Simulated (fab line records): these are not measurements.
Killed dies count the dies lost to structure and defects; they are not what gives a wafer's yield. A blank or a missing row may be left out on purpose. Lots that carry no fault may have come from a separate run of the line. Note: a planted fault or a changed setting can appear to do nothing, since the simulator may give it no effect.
Split-lot study | flow n5 finfet | 21 wafers read across 7 lots, on a route 1938 steps long

## ON THE SPLIT
At N5_SDB_COAT_03 (time 60 s, resist thk 100 nm), the setting spin rpm was moved away from the recipe's 1500 rpm on 5 of the 21 wafers read, by -8.1% to +2.9%. The other wafers ran this setting at the recipe's value.

## FROM SPLIT TO READING: 1 step shown by the file between the two
- N5_SDB_ETCH_17: etches SiARC in CF4, target depth 23.4 nm, time 39 s (also split here: cf4 flow sccm)

## THE READING
etch.depth nm (the simulator's own value, which no gauge read), in nm, at N5_SDB_ETCH_18 (etches SOC in N2/H2, target depth 100 nm, overetch 20 nm, time 150 s). The file gives no usual value for it. Across the 16 wafers here that went through the recipe, the average is 100.08 nm and the standard deviation 0.25 nm.

wafer  | tool, chamber at the split | spin rpm as run, rpm | against the recipe | etch.depth nm, nm | against lot-mates on the recipe
L077.1 | litho track-01, 0          | 1500                 | recipe             | 100.2             | -
L077.2 | litho track-01, 0          | 1500                 | recipe             | 100.6             | -
L077.3 | litho track-01, 0          | 1500                 | recipe             | 100.4             | -
L078.3 | litho track-02, 0          | 1500                 | recipe             | 99.73             | -
L078.4 | litho track-02, 0          | 1378                 | -8.1%              | 104.5             | +4.77
L078.5 | litho track-02, 0          | 1378                 | -8.1%              | 104.4             | +4.67
L079.2 | litho track-05, 0          | 1500                 | recipe             | 100               | -
L079.4 | litho track-05, 0          | 1500                 | recipe             | 100.2             | -
L079.5 | litho track-05, 0          | 1500                 | recipe             | 100.3             | -
L080.3 | litho track-05, 0          | 1500                 | recipe             | 100.1             | -
L080.4 | litho track-05, 0          | 1500                 | recipe             | 100.3             | -
L080.5 | litho track-05, 0          | 1500                 | recipe             | 99.96             | -
L091.4 | litho track-02, 0          | 1500                 | recipe             | 99.79             | -
L091.5 | litho track-02, 0          | 1543                 | +2.9%              | 98.61             | -1.18
L091.6 | litho track-02, 0          | 1543                 | +2.9%              | 98.43             | -1.36
L094.2 | litho track-05, 0          | 1500                 | recipe             | 99.74             | -
L094.3 | litho track-05, 0          | 1500                 | recipe             | 100.1             | -
L094.4 | litho track-05, 0          | 1500                 | recipe             | 100.2             | -
L095.2 | litho track-02, 0          | 1500                 | recipe             | 99.74             | -
L095.3 | litho track-02, 0          | 1422                 | -5.2%              | 102.1             | +2.29
L095.5 | litho track-02, 0          | 1500                 | recipe             | 99.87             | -

THE FIT
A straight line over all 21 wafers: etch.depth nm changes by -0.517 nm for each +1% of spin rpm; r = -0.98; the points scatter about the line by 0.28 nm.
The same after taking each lot's own level away (the mean of its wafers on the recipe; 21 wafers): -0.543 nm for each +1%; r = -0.99; scatter 0.22 nm.
The reading moves by 4.4 nm for the largest change in spin rpm, on that fit.
From 99.730 to 100.400 nm: that is the span of the lots' own levels, equal to 2.7 times the standard deviation above.
Hence the lot-to-lot level has little effect on the slope; both slopes agree.
Check: for one of the wafers moved furthest among these (-8.1%), held out of the fit, the line's prediction against its lot-mates is +4.25 nm. Against them it came out at +4.77 nm.

## THE OTHER SPLITS THESE WAFERS WENT THROUGH
Note: prior to the reading, these wafers also went through further splits. Each is held against what the fit with the lots' levels taken away leaves over:
other split on the same wafers          | wafers away from the commonest value | r with etch.depth nm (lot level and that fit taken away)
N5_ZERO_LAYER_EXPOSE_08 dose mj         | 7                                    | -0.36
N5_ZERO_LAYER_DEVELOP_10 develop time s | 10                                   | -0.17
N5_WELL_APT_COAT_02 spin rpm            | 8                                    | +0.13
N5_FIN_SAQP_FIN_ETCH_36 icp w           | 5                                    | -0.26
N5_FIN_CUT_COAT_18 spin rpm             | 7                                    | -0.08
N5_SD_EPI_N_EPI_21 time s               | 5                                    | -0.05
N5_SD_EPI_P_COAT_34 spin rpm            | 6                                    | +0.24
N5_SDB_ETCH_17 cf4 flow sccm            | 8                                    | -0.04

## THE WHOLE CHAIN: every reading that the file lists as answering this split, in the file's order
step            | what it does                                                         | reading                                                                    | change (the file's fit)               | r (the file's)
N5_SDB_COAT_03  | time 60 s, resist thk 100 nm                                         | SOC_of_SDB_COAT_03.thk nm (the simulator's own value, which no gauge read) | -0.537 nm for each +1% of the setting | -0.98
N5_SDB_ETCH_18  | etches SOC in N2/H2, target depth 100 nm, overetch 20 nm, time 150 s | etch.depth nm (the simulator's own value, which no gauge read)             | -0.535 nm for each +1% of the setting | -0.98
N5_SDB_STRIP_22 | strips in N2/H2                                                      | strip time to endpoint s                                                   | withheld for each +1% of the setting  | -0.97

## FILE'S OWN FIT
etch.depth nm changes by -0.535 nm for each +1% of spin rpm, r = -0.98.
